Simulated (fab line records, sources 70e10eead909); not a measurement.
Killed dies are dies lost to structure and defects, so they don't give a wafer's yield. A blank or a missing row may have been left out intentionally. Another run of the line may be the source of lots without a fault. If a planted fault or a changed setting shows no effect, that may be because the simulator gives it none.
fab line records	flow nand-harc
record lots=12	wafers=36	last-day=26
route steps=1159 shown A_BLC@985 A_M0@1002 END@1159
lots that met no fault: from a run of the same line without faults
start-h: the number of hours between the record's first day and the start of the first shown wafer of the lot	wait-h: hours elapsed since this lot's preceding step	" identical to the entry in the row above	L1.1+2: one row covering several wafers at once	- no value present, or no start provided	* or withheld: withheld	< > ~ a bound
route shown NAME@n: names a module that has steps shown in the file, with the first one's number in the route	usual: mean/standard deviation of fault-free wafers	same: alike in all rows	chamber/n: place in a boat	sites: per-site readings	_std_site: how widely they spread, as a standard deviation	_edge_site: the outer-site mean with the inner-site mean subtracted	radius-mm: how far each site lies from the wafer's centre	mask NAME#n: copy n	behind: the tool/chamber that last shaped the wafer	hold: the reason the lot was held/the length of the hold in hours/how it ended	device: which transistor (n, p or np) failed to switch	end of line: at the end of the route, the tests of the same wafers	a step without rows: its recipe alone	killed: at the first sort, the dies lost to defects and structure; wafer yield is something else	map: a wafer's dies, marking killed ones x, the rest . and places with no die _
set.NAME: the run value of the setting; set.NAME@STEP: its run value at that earlier step	model.NAME: the simulator's own value behind a step, which no gauge read
one table for each step of the route and one row for each wafer, over a sample of lots
services: the hour from which a tool's chamber was out of use, counted from the record's first day as start-h (under 0 if before that day), plus the number of hours and why
## steps
# step NHARC_A_BLC_DEGAS_30
# recipe temp-c=300	time-s=60
# usual heater-power-w=472/57
# same time-s=60
lot.wafer	tool	chamber	start-h	wait-h	heater-power-w
L605.3	pvd-sputter-01	-	387.58	-	453
L605.4	"	-	"	"	458
L605.5	"	-	"	"	505
L606.3	pvd-sputter-03	-	403.80	-	471
L606.4	"	-	"	"	512
L606.5	"	-	"	"	472
L611.3	pvd-sputter-03	-	427.64	-	476
L611.2	"	-	"	"	433
L611.5	"	-	"	"	435
L612.4	pvd-sputter-01	-	443.35	-	497
L612.6	"	-	"	"	446
L612.5	"	-	"	"	471
L614.2	pvd-sputter-03	-	446.03	-	475
L614.4	"	-	"	"	436
L614.3	"	-	"	"	437
L620.4	pvd-sputter-02	-	473.30	-	429
L620.2	"	-	"	"	413
L620.5	"	-	"	"	425
L621.2	pvd-sputter-01	-	493.54	-	476
L621.5	"	-	"	"	475
L621.6	"	-	"	"	481
L622.3	pvd-sputter-01	-	503.86	-	446
L622.2	"	-	"	"	500
L622.6	"	-	"	"	448
L625.3	pvd-sputter-03	-	515.26	-	472
L625.2	"	-	"	"	436
L625.1	"	-	"	"	528
L626.3	pvd-sputter-03	-	526.75	-	465
L626.2	"	-	"	"	469
L626.6	"	-	"	"	429
L627.3	pvd-sputter-02	-	542.93	-	463
L627.2	"	-	"	"	402
L627.6	"	-	"	"	413
L628.2	pvd-sputter-03	-	566.42	-	472
L628.4	"	-	"	"	451
L628.6	"	-	"	"	468
# step NHARC_A_M0_PEB_07
# recipe peb-temp-c=100	peb-time-s=65
lot.wafer	tool	chamber	start-h	wait-h
L605.3+4+5	litho-track-06	0	389.66	0.0
L606.3+4+5	litho-track-06	0	406.00	0.0
L611.2+3+5	litho-track-01	0	429.99	0.1
L612.4+5+6	litho-track-06	0	449.02	0.0
L614.2+3+4	litho-track-06	0	449.48	0.1
L620.2+4+5	litho-track-01	0	475.64	0.1
L621.2+5+6	litho-track-01	0	499.49	0.1
L622.2+3+6	litho-track-06	0	506.20	0.1
L625.1+2+3	litho-track-06	0	525.40	0.1
L626.2+3+6	litho-track-04	0	537.84	0.1
L627.2+3+6	litho-track-04	0	545.05	0.1
L628.2+4+6	litho-track-06	0	580.06	0.1
# step NHARC_A_M0_CD_MEAS_09
# recipe target-cd-nm=80	landing-energy-ev=500
# usual cd-nm=80.1/0.66
lot.wafer	tool	chamber	start-h	wait-h	hold	cd-nm
L605.3	cd-sem-02	0	389.75	-	-	80.6
L605.4	"	0	"	"	-	80.3
L605.5	"	0	"	"	-	80.2
L606.3	cd-sem-03	0	406.08	-	-	80.0
L606.4	"	0	"	"	-	80.4
L606.5	"	0	"	"	-	79.5
L611.2	cd-sem-02	0	430.07	-	-	79.6
L611.3	"	0	"	"	-	79.9
L611.5	"	0	"	"	-	79.3
L612.4	cd-sem-03	0	449.10	-	await-dispo/0.2h/release	81.9
L612.5	"	0	"	"	await-dispo/0.2h/release	82.8
L612.6	"	0	"	"	await-dispo/0.2h/release	82.1
L612.4	cd-sem-03	0	-	-	-	82.2
L612.5	"	0	"	"	-	82.5
L612.6	"	0	"	"	-	82.2
L614.2	cd-sem-03	0	449.56	-	await-dispo/0.2h/release	82.5
L614.3	"	0	"	"	await-dispo/0.2h/release	82.5
L614.4	"	0	"	"	await-dispo/0.2h/release	82.4
L614.2	cd-sem-03	0	-	-	-	82.9
L614.3	"	0	"	"	-	82.1
L614.4	"	0	"	"	-	82.4
L620.2	cd-sem-01	0	475.72	-	-	80.3
L620.4	"	0	"	"	-	80.3
L620.5	"	0	"	"	-	79.7
L621.2	cd-sem-02	0	499.57	-	-	79.7
L621.5	"	0	"	"	-	81.1
L621.6	"	0	"	"	-	80.3
L622.2	cd-sem-03	0	506.28	-	-	79.8
L622.3	"	0	"	"	-	81.8
L622.6	"	0	"	"	-	79.9
L625.1	cd-sem-01	0	525.48	-	-	80.2
L625.2	"	0	"	"	-	80.2
L625.3	"	0	"	"	-	79.5
L626.2	cd-sem-01	0	537.92	-	-	79.5
L626.3	"	0	"	"	-	80.0
L626.6	"	0	"	"	-	79.5
L627.2	cd-sem-02	0	545.13	-	-	78.4
L627.3	"	0	"	"	-	78.9
L627.6	"	0	"	"	-	78.3
L628.2	cd-sem-03	0	580.14	-	-	80.4
L628.4	"	0	"	"	-	80.9
L628.6	"	0	"	"	-	80.8
# step NHARC_A_M0_DESCUM_14
# recipe time-s=3	o2-flow-sccm=200	ar-flow-sccm=0	bias-power-w=0	chemistry=O2
# usual drypump-motor-current-A=5.7/0.38	oes-product-au=1.000/0.0098	rf-vpp-V=57.7/0.94	showerhead-plenum-p-Torr=1.87/0.07	throttle-valve-pct=11.310/0.0092
# same time-s=3
lot.wafer	tool	chamber	start-h	wait-h	drypump-motor-current-A	oes-product-au	rf-hours-counter-h	rf-vpp-V	showerhead-plenum-p-Torr	throttle-valve-pct
L605.4	rie-diel-09	3	389.95	0.1	5.9	0.998	9	58.2	1.86	11.301
L605.3	"	1	"	"	6.5	1.000	9	55.5	1.80	11.300
L605.5	"	3	"	"	5.9	1.008	-	58.3	1.86	11.307
L606.3	rie-diel-13	3	406.27	0.1	5.1	0.999	9	58.5	2.05	11.299
L606.4	"	1	"	"	6.1	1.000	5	58.4	1.92	11.321
L606.5	"	3	"	"	5.1	0.992	-	57.0	2.05	11.318
L611.3	rie-diel-07	3	430.25	0.1	5.7	1.002	0	56.9	1.87	11.295
L611.2	"	2	"	"	5.1	1.012	0	58.8	1.83	11.296
L611.5	"	0	"	"	5.7	1.010	-	57.4	1.79	11.322
L614.2	rie-diel-07	0	453.65	0.1	5.7	1.003	4	58.1	1.79	11.316
L614.3	"	1	"	"	5.7	0.990	4	57.6	1.90	11.313
L614.4	"	3	"	"	5.8	0.997	3	56.8	1.87	11.295
L612.4	rie-diel-13	2	462.02	8.4	5.8	0.990	9	57.7	1.80	11.301
L612.6	"	0	"	"	5.3	0.997	-	57.1	1.80	11.303
L612.5	"	1	"	"	6.1	1.003	-	57.1	1.91	11.317
L620.4	rie-diel-13	1	475.92	0.1	6.1	0.986	2	58.4	1.91	11.334
L620.2	"	3	"	"	5.1	1.010	1	58.5	2.05	11.303
L620.5	"	0	"	"	5.3	0.984	-	59.0	1.80	11.299
L621.2	rie-diel-07	3	499.75	0.1	5.7	1.004	6	55.5	1.87	11.314
L621.6	"	3	"	"	5.7	0.993	-	56.7	1.87	11.311
L621.5	"	0	"	"	5.7	0.989	-	57.6	1.79	11.308
L622.3	rie-diel-09	2	506.47	0.1	5.7	0.989	4	57.0	1.89	11.301
L622.2	"	3	"	"	5.9	1.003	4	57.6	1.86	11.312
L622.6	"	3	"	"	5.9	0.998	-	58.2	1.86	11.328
L625.1	rie-diel-07	2	525.67	0.1	5.1	1.014	8	57.1	1.82	11.313
L625.3	"	3	"	"	5.8	0.994	8	56.3	1.87	11.327
L625.2	"	0	"	"	5.7	1.003	8	57.7	1.79	11.319
L626.2	rie-diel-07	2	538.11	0.1	5.2	1.004	9	58.5	1.82	11.320
L626.3	"	3	"	"	5.8	0.996	9	57.8	1.87	11.308
L626.6	"	2	"	"	5.1	1.011	-	58.8	1.82	11.314
L627.3	rie-diel-07	1	545.32	0.1	5.7	0.991	10	58.4	1.90	11.319
L627.2	"	2	"	"	5.1	1.020	9	57.5	1.82	11.319
L627.6	"	1	"	"	5.6	0.991	-	57.1	1.90	11.289
L628.4	rie-diel-13	1	580.32	0.1	6.1	1.004	7	58.0	1.91	11.302
L628.2	"	2	"	"	5.8	0.997	8	58.8	1.79	11.300
L628.6	"	1	"	"	6.1	1.007	-	59.8	1.91	11.298
# step NHARC_A_M0_PRE_CLEAN_29
# recipe time-s=30	temp-c=280	gas=H2/He
# usual heater-power-w=417/51
# same time-s=30
lot.wafer	tool	chamber	start-h	wait-h	heater-power-w
L605.4	pvd-sputter-01	-	-	-	389
L605.3	"	-	"	"	416
L605.5	"	-	"	"	394
L606.3	pvd-sputter-03	-	-	-	380
L606.4	"	-	"	"	414
L606.5	"	-	"	"	461
L611.3	pvd-sputter-01	-	-	-	417
L611.2	"	-	"	"	406
L611.5	"	-	"	"	405
L614.2	pvd-sputter-02	-	-	-	567
L614.3	"	-	"	"	405
L614.4	"	-	"	"	374
L612.4	pvd-sputter-02	-	-	-	382
L612.6	"	-	"	"	407
L612.5	"	-	"	"	350
L620.4	pvd-sputter-03	-	-	-	470
L620.2	"	-	"	"	411
L620.5	"	-	"	"	472
L621.2	pvd-sputter-01	-	-	-	407
L621.5	"	-	"	"	401
L621.6	"	-	"	"	438
L622.2	pvd-sputter-02	-	-	-	365
L622.3	"	-	"	"	552
L622.6	"	-	"	"	542
L625.2	pvd-sputter-02	-	-	-	357
L625.3	"	-	"	"	371
L625.1	"	-	"	"	405
L626.3	pvd-sputter-03	-	-	-	387
L626.2	"	-	"	"	452
L626.6	"	-	"	"	409
L627.2	pvd-sputter-02	-	-	-	372
L627.3	"	-	"	"	557
L627.6	"	-	"	"	353
L628.2	pvd-sputter-02	-	-	-	531
L628.4	"	-	"	"	348
L628.6	"	-	"	"	371
# step NHARC_END_SORT_01
# recipe temp-c=25
# usual defect-limited-yield=95.5/1.8	killed-at-array=27/11	killed-at-other=0.6/1	killed-at-periphery=3.0/2.1	killed-dies=31/12	killed-open=3.2/1.7	killed-short=1.7/1.4	sort_bin_2_pct=1.4/0.68	sort_bin_3_pct=0.25/0.2	sort_bin_4_pct=2.9/1.2	sort-n-pass=646/12	sort-rim-yield-pct=95.7/2.8	sort-yield-pct=95.5/1.8
# same gross-dies=677	sort_bin_5_pct[%]=0	sort_bin_6_pct[%]=0	sort_bin_7_pct[%]=0	sort_bin_8_pct[%]=0	sort-rim-n-gross=106.00
lot.wafer	tool	chamber	start-h	wait-h	defect-limited-yield[%]	killed-at-array	killed-at-other	killed-at-periphery	killed-dies	killed-open	killed-short	sort_bin_2_pct[%]	sort_bin_3_pct[%]	sort_bin_4_pct[%]	sort-n-pass	sort-rim-yield-pct[%]	sort-yield-pct[%]
L614.2	prober-02	0	506.64	2.8	95.0	32	0	2	34	7	0	1.0	0.74	3.2	643	89.6	95.0
L614.3	prober-02	0	507.43	3.1	96.3	24	0	1	25	3	2	0.9	0.15	2.7	652	92.5	96.3
L614.4	prober-02	0	508.21	3.4	95.9	25	1	2	28	2	2	1.0	0.30	2.8	649	93.4	95.9
L612.4	prober-01	0	511.65	3.4	95.4	28	1	2	31	3	2	1.2	0.15	3.2	646	94.3	95.4
L612.5	prober-01	0	512.47	3.8	95.9	24	0	4	28	4	1	1.8	0.15	2.2	649	92.5	95.9
L612.6	prober-01	0	513.29	4.1	97.3	14	1	3	18	3	0	0.9	0	1.8	659	96.2	97.3
L621.2	prober-01	0	540.81	2.8	92.2	48	4	1	53	1	2	2.5	0.30	5.0	624	98.1	92.2
L621.5	prober-01	0	543.24	3.7	93.1	40	3	4	47	4	2	2.5	0.44	4.0	630	95.3	93.1
L621.6	prober-01	0	544.05	4.0	93.6	36	2	5	43	0	1	2.1	0.74	3.5	634	98.1	93.6
# killed by level:class
L614.2 A_CHANNEL_HOLE_D1:chamber-film-flake=15 A_CONTACT:chamber-film-flake=7 A_STAIRCASE:chamber-film-flake=4 A_M0:geometric-particle:open=3 A_CONTACT:geometric-particle:open=2 P_M0:geometric-particle:open=1 A_CHANNEL_FILL_D1:geometric-particle:open=1 P_CONTACT:chamber-film-flake=1
L614.3 A_CHANNEL_HOLE_D1:chamber-film-flake=11 A_CONTACT:chamber-film-flake=6 A_CHANNEL_HOLE_D1:geometric-particle:short=2 A_STAIRCASE:chamber-film-flake=2 A_CHANNEL_FILL_D1:geometric-particle:open=1 A_CONTACT:geometric-particle:open=1 A_BLC:geometric-particle:open=1 P_GATE:chamber-film-flake=1
L614.4 A_CHANNEL_HOLE_D1:chamber-film-flake=12 A_STAIRCASE:chamber-film-flake=7 A_CONTACT:chamber-film-flake=2 P_M0:geometric-particle:short=1 A_BLC:geometric-particle:open=1 A_M0:geometric-particle:short=1 A_M1:geometric-particle:open=1 P_BONDPAD:chamber-film-flake=1
L612.4 A_CHANNEL_HOLE_D1:chamber-film-flake=15 A_STAIRCASE:chamber-film-flake=4 A_ZERO_WELL:chamber-film-flake=2 A_WL_FILL:chamber-film-flake=2 P_M2:geometric-particle:open=1 A_ONON_D1:geometric-particle:open=1 A_WL_FILL:geometric-particle:short=1 A_CONTACT:geometric-particle:open=1
L612.5 A_CHANNEL_HOLE_D1:chamber-film-flake=15 A_WL_FILL:chamber-film-flake=3 P_M0:geometric-particle:open=2 A_ZERO_WELL:chamber-film-flake=2 P_M1:geometric-particle:open=1 A_SLIT:geometric-particle:short=1 A_M1:geometric-particle:open=1 P_STI:chamber-film-flake=1
L612.6 A_CHANNEL_HOLE_D1:chamber-film-flake=9 P_GATE:chamber-film-flake=2 A_CONTACT:chamber-film-flake=2 P_GATE:geometric-particle:open=1 A_CHANNEL_FILL_D1:geometric-particle:open=1 A_M0:geometric-particle:open=1 A_SLIT:chamber-film-flake=1 THIN_TSV:chamber-film-flake=1
L621.2 A_SLIT:chamber-film-flake=22 A_STAIRCASE:chamber-film-flake=11 A_CHANNEL_HOLE_D1:chamber-film-flake=6 A_CONTACT:chamber-film-flake=6 THIN_TSV:chamber-film-flake=4 A_ONON_D1:geometric-particle:short=1 A_CHANNEL_HOLE_D1:geometric-particle:short=1 A_CHANNEL_FILL_D1:geometric-particle:open=1
L621.5 A_SLIT:chamber-film-flake=18 A_STAIRCASE:chamber-film-flake=10 A_CHANNEL_HOLE_D1:chamber-film-flake=9 THIN_TSV:chamber-film-flake=3 P_GATE:geometric-particle:open=2 P_CONTACT:geometric-particle:short=1 A_ONON_D1:geometric-particle:short=1 A_STAIRCASE:geometric-particle:open=1
L621.6 A_SLIT:chamber-film-flake=19 A_STAIRCASE:chamber-film-flake=8 A_CHANNEL_HOLE_D1:chamber-film-flake=6 P_STI:chamber-film-flake=3 P_GATE:chamber-film-flake=2 A_CONTACT:chamber-film-flake=2 THIN_TSV:chamber-film-flake=2 A_WL_FILL:geometric-particle:short=1
## services
tool	chamber	start-h	hours	kind
rie-diel-13	0	375.92	8.1	repair
rie-diel-13	0	390.10	5.0	repair
rie-diel-07	-	391.30	0.3	repair
pvd-sputter-02	-	392.00	10.0	pm
rie-diel-07	-	405.20	9.0	pm
rie-diel-13	-	415.69	22.2	repair
rie-diel-09	-	431.22	9.0	pm
litho-track-01	-	443.00	7.0	pm
rie-diel-09	1	449.61	6.1	repair
rie-diel-13	-	453.01	9.0	pm
pvd-sputter-03	-	458.10	10.0	pm
litho-track-06	-	467.00	7.0	pm
rie-diel-07	0	468.42	3.9	repair
rie-diel-09	-	479.72	0.1	repair
litho-track-04	-	491.00	7.0	pm
pvd-sputter-01	-	514.06	10.0	pm
rie-diel-07	3	518.42	3.1	repair
rie-diel-09	3	523.87	15.8	repair
rie-diel-09	0	537.01	7.7	repair
pvd-sputter-02	-	555.14	9.6	repair
rie-diel-13	1	556.08	12.6	repair
pvd-sputter-02	-	570.01	10.0	pm
pvd-sputter-03	-	570.33	2.0	repair
rie-diel-09	3	580.05	7.5	repair
## key
first-sign step=NHARC_A_M0_CD_MEAS_09	reading=visit	direction=added	through=control-loop
effect step=NHARC_A_M0_CD_MEAS_09	reading=cd-nm	direction=up	sigmas=3.5	usual=80.1	struck=82.4	through=control-loop
met-at NHARC_A_M0_PEB_07
struck-lots L612,L614
loop-trim step=NHARC_A_M0_EXPOSE_06	setting=dose	lots=L614
not-acting-at NHARC_A_BLC_DEGAS_30,NHARC_A_M0_DESCUM_14,NHARC_A_M0_PRE_CLEAN_29
onset-between 406.00 449.02
fault kind=process-parameter-drift	tool=litho-track-06	chamber=-	onset-h=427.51	steps=NHARC_A_M0_PEB_07	channel=peb-time-s	offset=*	shape=step	end-h=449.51	acts-in=*	stated=*
# loop-trim: a control loop set the setting to another value than it would have without faults
